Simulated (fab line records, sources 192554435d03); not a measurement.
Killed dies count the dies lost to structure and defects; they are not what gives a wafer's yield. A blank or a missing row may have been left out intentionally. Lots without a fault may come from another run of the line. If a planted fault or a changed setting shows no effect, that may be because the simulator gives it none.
Problem report in the 8D (eight disciplines) form, filled by code | flow n5 finfet | the parts of the form that need people (team, actions taken, sign-off) are left out

## 1. WHAT IS WRONG
Mean of time to endpoint s at N5_BEOL_M4_CMP_52: 89.1 s across 3 wafers in 3 lots; on wafers with no fault it is 63.4 s (standard deviation 2.7). That is +9.5 standard deviations from the usual mean.
The step: polishes, stops on SiOC, t overpolish 6.8 s, target thk 40 nm.
Earliest sighting: wafer L509.3 on cmp-01 at day 9 14:53. Wafers with a number at this step in the record: 29, from 10 lots. The rule behind "out" and "out of limits": a value lying over 4 standard deviations away from the usual mean. The rest of the wafers with a number are treated as sound.

## 2. WHAT THIS IS AND IS NOT
question                    | is                     | is not
which readings at this step | time to endpoint s     | motor current A, slurry filter dp kPa
which lots                  | L509, L510, L511       | L505, L508, L517, L522, L523, L524, L525
which wafers of those lots  | L509.3, L510.3, L511.2 | L509.1, L509.5, L510.4, L510.5, L511.5
read on which tools         | cmp-01, cmp-02, cmp-04 | -
when                        | from day 9 14:53       | up to then (8 sound wafers); but 18 sound wafers of L510, L511, L517, L522, L523, L524, L525 came after

## 3. WHAT RULES OUT EACH SUSPECT
Counting: if a tool at a process step up to the reading ran every lot that is out, it stays a suspect. Sound lots after the first of them don't rule it out here, since some wafers of a struck lot are sound.
- ecd cu-02 at N5_BEOL_M4_ECD_50 (material Cu, target thk 300 nm): kept. It processed each lot that is out (first: L509, day 9 14:30); up to then, its last sound lot is L508 (day 9 05:37).
Remaining after the count: ecd cu-02 at N5_BEOL_M4_ECD_50.

## 4. THE CAUSE (what the simulator had put in)
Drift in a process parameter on ecd cu-02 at N5_BEOL_M4_ECD_50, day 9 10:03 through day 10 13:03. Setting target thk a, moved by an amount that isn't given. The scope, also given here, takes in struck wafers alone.
The count eliminated every tool but this one.

## 5. THE CHAIN OF EFFECTS, in route order
Rows list readings where the struck wafers' mean (over those with a number) sits beyond 3 standard deviations from the usual. Only readings whose record carries a usual standard deviation are examined. hours: median over the lots of the time between each lot's start at the first step of this table that gives one and its start at this step. sigmas: the change, counted in usual standard deviations.
hours | step              | reading            | usual  | on struck wafers | change | sigmas
0     | N5_BEOL_M4_CMP_52 | time to endpoint s | 63.4 s | 89.1             | +25.7  | +9.5
Process steps it contains:
- N5_BEOL_M4_CMP_52: polishes, stops on SiOC, t overpolish 6.8 s, target thk 40 nm.
At these later measuring or inspecting steps, every struck wafer for which the step has a row has a number for every such reading, and none has moved that far: N5_BEOL_M4_RC_MEAS_101.

## 6. HOW IT WOULD HAVE BEEN CAUGHT EARLIER
5 hours passed between the start of the fault at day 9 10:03 and the first reading out of limits in this record, taken at day 9 14:53.
L510, L511, from the lots that are out (3), started N5_BEOL_M4_ECD_50 on ecd cu-02 later than day 9 14:53. A hold on the tool at that time would have spared those 2.
